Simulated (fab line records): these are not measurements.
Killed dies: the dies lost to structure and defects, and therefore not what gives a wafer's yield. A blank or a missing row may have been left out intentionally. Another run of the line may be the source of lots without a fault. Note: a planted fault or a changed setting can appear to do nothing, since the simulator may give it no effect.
One fault through the eyes of 2 desks | flow n5 finfet | numbers are kept per desk, each desk with only its own; the story behind them comes last

## THE METROLOGY DESK
Means of the sampled wafers that have a number, per lot and without regard to the tool the lot ran on: this is what the gauges read. Marked OUT: a lot whose mean sits more than 4 standard deviations from the usual mean, which makes it out of limits; the brackets give that distance.
Columns: A = MIM_BOT_OVL at N5_MIM_BOT_LITHO_OVL_MEAS_11, usual 1 nm
lot  | first seen here | A
L856 | day 11 20:46    | 5
L857 | day 12 02:53    | 4
L858 | day 13 01:20    | -1
L860 | day 13 01:45    | 3
L859 | day 13 04:48    | -5
L861 | day 13 15:25    | -8
L872 | day 16 13:58    | 0
L873 | day 16 19:46    | -4
L875 | day 17 02:37    | 5
L877 | day 17 03:07    | 0
L878 | day 17 07:27    | 0
This desk's verdict: no lot among the 11 shows anything out of limits.

## THE TOOL OWNER'S DESK: lpcvd-01
The tool's own readings at N5_DUMMY_GATE_CVD_03 (deposits a-Si from SiH4, target thk 150 nm, time 8042 s): means of the sampled wafers that have a number, for each lot that ran on this tool. Marked OUT: a lot whose mean sits more than 4 standard deviations from the usual mean, which makes it out of limits; the brackets give that distance.
Columns: A = spike tc bottom C at N5_DUMMY_GATE_CVD_03, usual 551 C; B = spike tc centre C at N5_DUMMY_GATE_CVD_03, usual 531.1 C; C = zone power lower pct at N5_DUMMY_GATE_CVD_03, usual 6.9 %; D = zone power upper pct at N5_DUMMY_GATE_CVD_03, usual 7.14 %
lot  | first seen here | A   | B     | C   | D
L856 | day 2 14:29     | 550 | 531.7 | 7.0 | 7.05
L857 | day 2 21:01     | 546 | 532.3 | 7.2 | 6.83
L858 | day 3 01:48     | 546 | 532.2 | 7.2 | 6.81
L859 | day 3 07:22     | 551 | 531.5 | 6.9 | 6.97
L860 | day 3 12:55     | 551 | 531.6 | 7.0 | 6.97
L861 | day 3 19:01     | 546 | 532.1 | 7.2 | 6.84
This desk's verdict: no lot among the 6 shows anything out of limits.

## BROUGHT TOGETHER
At the metrology desk, nothing out of limits was observed.
The tool owner's desk saw nothing out of limits.

## WHAT HAD BEEN PUT IN BY THE SIMULATOR
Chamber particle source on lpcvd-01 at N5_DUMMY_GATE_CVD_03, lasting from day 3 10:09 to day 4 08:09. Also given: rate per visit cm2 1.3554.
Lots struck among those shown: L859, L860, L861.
